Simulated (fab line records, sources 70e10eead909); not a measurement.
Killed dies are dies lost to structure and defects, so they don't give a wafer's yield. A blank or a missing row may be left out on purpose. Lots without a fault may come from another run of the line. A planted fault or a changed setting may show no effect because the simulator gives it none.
Chamber matching | flow nand_harc | NHARC_A_STAIRCASE_TRIM_12 on rie_diel-13: 4 sister chambers
The step chemistry O2, time 211.2 s. 14 wafers are shown with their chamber, then 7 later ones without.

WAFERS WITH THEIR CHAMBER
wafer  | chamber | showerhead_plenum_p_Torr (Torr) | drypump_motor_current_A (A) | oes_product_au (a.u.)
L074.2 | 1       | 3.45                            | 5.6                         | 0.986
L074.4 | 2       | 3.69                            | 5.4                         | 1.018
L074.5 | 1       | 3.45                            | 5.6                         | 0.986
L079.4 | 1       | 3.44                            | 5.6                         | 0.995
L079.5 | 3       | 3.34                            | 5.0                         | 1.014
L079.6 | 2       | 3.69                            | 5.4                         | 1.031
L084.1 | 2       | 3.68                            | 5.4                         | 1.005
L084.2 | 0       | 3.81                            | 5.2                         | 1.034
L084.3 | 3       | 3.33                            | 5.0                         | 1.017
L087.3 | 3       | 3.33                            | 5.0                         | 1.015
L087.4 | 2       | 3.68                            | 5.4                         | 0.987
L087.5 | 0       | 3.80                            | 5.3                         | 1.031
L093.3 | 0       | 3.79                            | 5.2                         | 1.026
L093.5 | 3       | 3.32                            | 5.0                         | 1.007

SIGNATURES (means of the wafers above)
reading                  | chamber 0 | chamber 1 | chamber 2 | chamber 3 | scatter within a chamber
showerhead_plenum_p_Torr | 3.8000    | 3.4467    | 3.6850    | 3.3300    | 0.00753
drypump_motor_current_A  | 5.233     | 5.600     | 5.400     | 5.000     | 0.0258
oes_product_au           | 1.03033   | 0.98900   | 1.01025   | 1.01325   | 0.011
Rule: a wafer's distance from a chamber is the root of the sum, over the readings, of the square of ((its reading less the chamber's mean) divided by the reading's scatter). The wafer belongs to the nearest chamber; if the next one is less than 2 further off, it can't be placed. The scatter: the root of (the sum of the squares of (reading less its chamber's mean) over the shown wafers, divided by (wafers less chambers)).

WAFERS WITHOUT THEIR CHAMBER
wafer  | showerhead_plenum_p_Torr (Torr) | drypump_motor_current_A (A) | oes_product_au (a.u.)
L093.6 | 3.79                            | 5.3                         | 1.022
L094.2 | 3.67                            | 5.5                         | 0.980
L094.3 | 3.79                            | 5.2                         | 1.015
L094.4 | 3.32                            | 5.0                         | 1.014
L095.2 | 3.67                            | 5.4                         | 0.988
L095.4 | 3.42                            | 5.6                         | 0.996
L095.5 | 3.32                            | 5.0                         | 1.015

WHICH CHAMBER EACH WENT THROUGH
wafer  | from the rows above | in truth
L093.6 | 0                   | 0
L094.2 | 2                   | 2
L094.3 | 0                   | 0
L094.4 | 3                   | 3
L095.2 | 2                   | 2
L095.4 | 1                   | 1
L095.5 | 3                   | 3
Placed correctly: 7 of 7. Can't be placed from these rows: 0. Placed wrongly: 0.
